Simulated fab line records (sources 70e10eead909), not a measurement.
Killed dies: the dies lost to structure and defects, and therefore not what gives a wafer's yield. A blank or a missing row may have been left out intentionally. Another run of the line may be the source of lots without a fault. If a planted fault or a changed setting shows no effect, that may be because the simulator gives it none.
Problem report in the 8D (eight disciplines) form, filled by code ; flow nand harc ; the parts of the form that need people (team, actions taken, sign-off) are left out

## 1. PROBLEM STATEMENT
thk nm at NHARC_A_ONON_D2_THK_MEAS_14 reads a mean of 703 nm on 4 wafers of 2 lots; wafers without a fault read 999 nm with a standard deviation of 9.5. Relative to the usual mean, that is a shift of -31 standard deviations.
The step: measures by ellipsometry.
Earliest sighting: wafer L638.1 on film metro-02 at day 17 04:39. The record has a number at this step for 42 wafers belonging to 14 lots. The rule behind "out" and "out of limits": a value lying over 4 standard deviations away from the usual mean. All remaining wafers that have a number are taken as sound.

## 2. WHAT THIS IS AND IS NOT
question;is;is not
which readings at this step;thk nm;-
which lots;L638, L643;L630, L631, L632, L634, L641, L644, L647, L648, L649, L650, L651, L652
which wafers of those lots;L638.1, L638.2, L643.2, L643.6;L638.5, L643.4
read on which gauges;film metro-01, film metro-02;-
when;from day 17 04:39;"up to then (13 sound wafers); but 25 sound wafers of L641, L643, L644, L647, L648, L649, L650, L651, L652 came after"

## 3. THE SUSPECTS, EACH WITH WHAT RULES IT OUT
Counting: if a tool at a process step up to the reading ran every lot that is out, it stays a suspect. Sound lots after the first of them don't rule it out here, since some wafers of a struck lot are sound.
- ruled out: the gauge at NHARC_A_ONON_D2_THK_MEAS_14. 2 gauges (film metro-01, film metro-02) read the wafers that are out.
- pecvd onon-04 at NHARC_A_ONON_D2_DEP_12 (target thk 1000 nm): kept. Every lot that is out went through it, the first being L638 (day 17 04:08); the last sound lot it ran before that was L634 (day 14 12:29).
Remaining after the count: pecvd onon-04 at NHARC_A_ONON_D2_DEP_12.

## 4. THE CAUSE (what the simulator had put in)
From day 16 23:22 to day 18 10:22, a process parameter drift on pecvd onon-04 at NHARC_A_ONON_D2_DEP_12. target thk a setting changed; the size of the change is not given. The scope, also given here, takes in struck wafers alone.
Counting left only this tool.

## 5. THE EFFECT CHAIN, in route order
Each row: a reading whose mean over the struck wafers that have a number lies more than 3 standard deviations from the usual. Scope: only readings with a usual standard deviation given in the record; hours: median across lots of the time from each lot's start at the first step in this table that gives one to its start at this step; sigmas: change in usual standard deviations.
hours;step;reading;usual;on struck wafers;change;sigmas
0;NHARC_A_ONON_D2_THK_MEAS_14;thk nm;999 nm;703;-296;-31
At these later measuring or inspecting steps, every struck wafer for which the step has a row has a number for every such reading, and none has moved that far: NHARC_A_ONON_D2_THK_MEAS_24.

## 6. WHAT WOULD HAVE CAUGHT IT SOONER
In this record the first reading out of limits at a measuring or inspecting step was taken at day 17 04:39, 5 hours after the fault began at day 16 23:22.
Of the lots that are out (2), L643 began NHARC_A_ONON_D2_DEP_12 on pecvd onon-04 after day 17 04:39. A hold on the tool at that time would have spared it.
